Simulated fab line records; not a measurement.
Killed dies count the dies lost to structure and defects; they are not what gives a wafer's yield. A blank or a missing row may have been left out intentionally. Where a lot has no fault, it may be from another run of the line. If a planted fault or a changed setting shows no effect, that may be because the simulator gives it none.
Code-filled problem report in 8D (eight disciplines) form / flow n5-finfet / the parts of the form that need people (team, actions taken, sign-off) are left out

1. WHAT WENT WRONG
Mean of spin-speed-rpm at N5_BEOL_M10_COAT_60: 1416.6 rpm across 6 wafers in 2 lots; on wafers with no fault it is 1500.2 rpm (standard deviation 0.75). So: -99 or more standard deviations from the usual mean.
The step: time 60 s, resist thk 30 nm.
First seen on wafer L885.1, day 13 00:43, on litho-track-04. The record holds 12 wafers of 4 lots with a number at this step. The rule behind "out" and "out of limits": a value lying over 4 standard deviations away from the usual mean. Any other wafer with a number is counted as sound.

2. WHAT IT IS AND WHAT IT IS NOT
question=which readings at this step | is=spin-speed-rpm | is not=heater-power-total-W
question=which lots | is=L885, L886 | is not=L879, L895
question=which wafers of those lots | is=all that have a number | is not=-
question=read on which tools | is=litho-track-04 | is not=litho-track-02
question=when | is=from day 13 00:43 | is not=up to then (3 sound wafers); but 3 sound wafers of L895 came after

3. THE SUSPECTS, EACH WITH WHAT RULES IT OUT
Counting: a tool at any process step up to the reading remains a suspect when it ran all the lots that are out and ran no sound lot after the first of those.
- litho-track-04 at N5_BEOL_M10_COAT_60 (time 60 s, resist thk 30 nm): kept. Every lot that is out went through it, starting with L885 (day 13 00:43), and after that it ran no sound lot; the last sound lot it ran before then is L879 (day 11 06:08). Its own spin-speed-rpm readings are out on those wafers.
Remaining after the count: litho-track-04 at N5_BEOL_M10_COAT_60.

4. THE CAUSE (what the simulator had put in)
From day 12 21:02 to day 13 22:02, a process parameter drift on litho-track-04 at N5_BEOL_M10_COAT_60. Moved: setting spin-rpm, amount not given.
After counting, this tool was the only one left.

5. THE EFFECT CHAIN, in route order
Rows list readings where the struck wafers' mean (over those with a number) sits beyond 3 standard deviations from the usual. Readings are gone through only where the record gives a usual standard deviation; hours: the median, over the lots, of the time from a lot's start at the first step in this table giving one to that lot's start at this step; sigmas: the change measured in usual standard deviations.
hours=0; step=N5_BEOL_M10_COAT_60; reading=spin-speed-rpm; usual=1500.2 rpm; on struck wafers=1416.6; change=-83.6; sigmas=-99 or more
Here are the process steps it includes:
- N5_BEOL_M10_COAT_60: time 60 s, resist thk 30 nm.

6. WHAT WOULD HAVE CAUGHT IT SOONER
The fault began at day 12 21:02; the first out-of-limits reading in this record came at day 13 00:43, 4 hours later.
